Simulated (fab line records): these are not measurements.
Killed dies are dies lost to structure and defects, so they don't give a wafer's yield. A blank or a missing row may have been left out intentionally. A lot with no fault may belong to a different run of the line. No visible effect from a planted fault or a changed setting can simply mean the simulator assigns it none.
Chamber matching    flow n5-finfet    N5_GATE_CUT_SAC_CAP_01 on ald-sin-01 has 4 sister chambers
The step material SiNx, target thk 24 nm, pulse time 1 s, ald cycles 480. 4 wafers are shown with their chamber, then 7 later ones without.

== WAFERS WITH THEIR CHAMBER ==
wafer   chamber  heater-power-outer-w (W)
L078.3  2        548
L084.3  1        555
L090.1  0        396
L090.3  3        415

== WAFERS WITH NO CHAMBER GIVEN ==
wafer   heater-power-outer-w (W)
L090.6  559
L091.4  401
L091.5  557
L091.6  398
L095.1  566
L095.3  567
L095.4  391

== WHICH CHAMBER EACH ONE RAN IN ==
wafer   from the rows above      in truth
L090.6  can't be placed: 1 or 2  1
L091.4  can't be placed: 0 or 3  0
L091.5  can't be placed: 1 or 2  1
L091.6  0                        0
L095.1  can't be placed: 1 or 2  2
L095.3  can't be placed: 1 or 2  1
L095.4  0                        0
Correctly placed: 2 of 7. Unplaceable from these rows: 5, with the true chamber sitting among the candidates in 5. 0 placed wrongly.
How it was worked out, from the rows above alone: a wafer's distance from a chamber is the root of the sum, over the readings, of the square of ((its reading less the chamber's mean) divided by the reading's scatter). The wafer belongs to the nearest chamber; if the next one is less than 2 further off, it can't be placed. For every chamber, the mean is computed from those of its wafers that are shown. The scatter (one wafer shown for each chamber): square how far every hidden wafer sits from the nearest shown wafer, average those squares and take the square root.
